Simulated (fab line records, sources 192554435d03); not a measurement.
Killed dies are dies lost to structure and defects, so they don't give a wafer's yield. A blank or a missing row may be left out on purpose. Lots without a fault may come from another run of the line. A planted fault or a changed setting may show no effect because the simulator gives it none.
Chamber matching | flow n5_finfet | N5_FIN_SAQP_ETCH_51 on rie_diel-01: 4 sister chambers
The step etches SiARC in CF4, target depth 45.5 nm, time 75.8 s. 14 wafers are shown with their chamber, then 7 later ones without.

WAFERS WITH THEIR CHAMBER
wafer  | chamber | drypump_motor_current_A (A) | throttle_valve_pct (%) | oes_product_au (a.u.)
L074.1 | 1       | 5.7                         | 15.50                  | 0.66
L074.2 | 2       | 5.1                         | 16.04                  | 0.61
L074.4 | 0       | 6.6                         | 15.27                  | 0.79
L076.1 | 2       | 5.1                         | 16.03                  | 0.61
L076.2 | 1       | 5.7                         | 15.50                  | 0.65
L076.4 | 0       | 6.5                         | 15.27                  | 0.78
L077.1 | 3       | 5.7                         | 15.52                  | 0.67
L077.2 | 1       | 5.7                         | 15.49                  | 0.64
L077.5 | 0       | 6.5                         | 15.29                  | 0.78
L078.2 | 1       | 5.7                         | 15.52                  | 0.64
L078.3 | 3       | 5.7                         | 15.56                  | 0.67
L078.5 | 3       | 5.7                         | 15.54                  | 0.66
L080.1 | 1       | 5.8                         | 15.53                  | 0.64
L080.2 | 0       | 6.5                         | 15.29                  | 0.75

SIGNATURES (means of the wafers above)
reading                 | chamber 0 | chamber 1 | chamber 2 | chamber 3 | scatter within a chamber
drypump_motor_current_A | 6.525     | 5.720     | 5.100     | 5.700     | 0.0394
throttle_valve_pct      | 15.2800   | 15.5080   | 16.0350   | 15.5400   | 0.0153
oes_product_au          | 0.7750    | 0.6460    | 0.6100    | 0.6667    | 0.0113
Rule: a wafer's distance from a chamber is the root of the sum, over the readings, of the square of ((its reading less the chamber's mean) divided by the reading's scatter). The wafer belongs to the nearest chamber; if the next one is less than 2 further off, it can't be placed. The scatter: the root of (the sum of the squares of (reading less its chamber's mean) over the shown wafers, divided by (wafers less chambers)).

WAFERS WITHOUT THEIR CHAMBER
wafer  | drypump_motor_current_A (A) | throttle_valve_pct (%) | oes_product_au (a.u.)
L080.4 | 5.0                         | 16.05                  | 0.60
L088.1 | 6.5                         | 15.33                  | 0.75
L088.3 | 5.7                         | 15.59                  | 0.64
L088.6 | 5.7                         | 15.56                  | 0.62
L091.2 | 6.5                         | 15.36                  | 0.74
L091.3 | 5.7                         | 15.60                  | 0.64
L091.5 | 6.5                         | 15.36                  | 0.74

WHICH CHAMBER EACH WENT THROUGH
wafer  | from the rows above     | in truth
L080.4 | 2                       | 2
L088.1 | 0                       | 0
L088.3 | can't be placed: 3 or 1 | 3
L088.6 | can't be placed: 1 or 3 | 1
L091.2 | 0                       | 0
L091.3 | can't be placed: 3 or 1 | 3
L091.5 | 0                       | 0
Placed correctly: 4 of 7. Can't be placed from these rows: 3 (the true chamber is among the candidates in 3). Placed wrongly: 0.
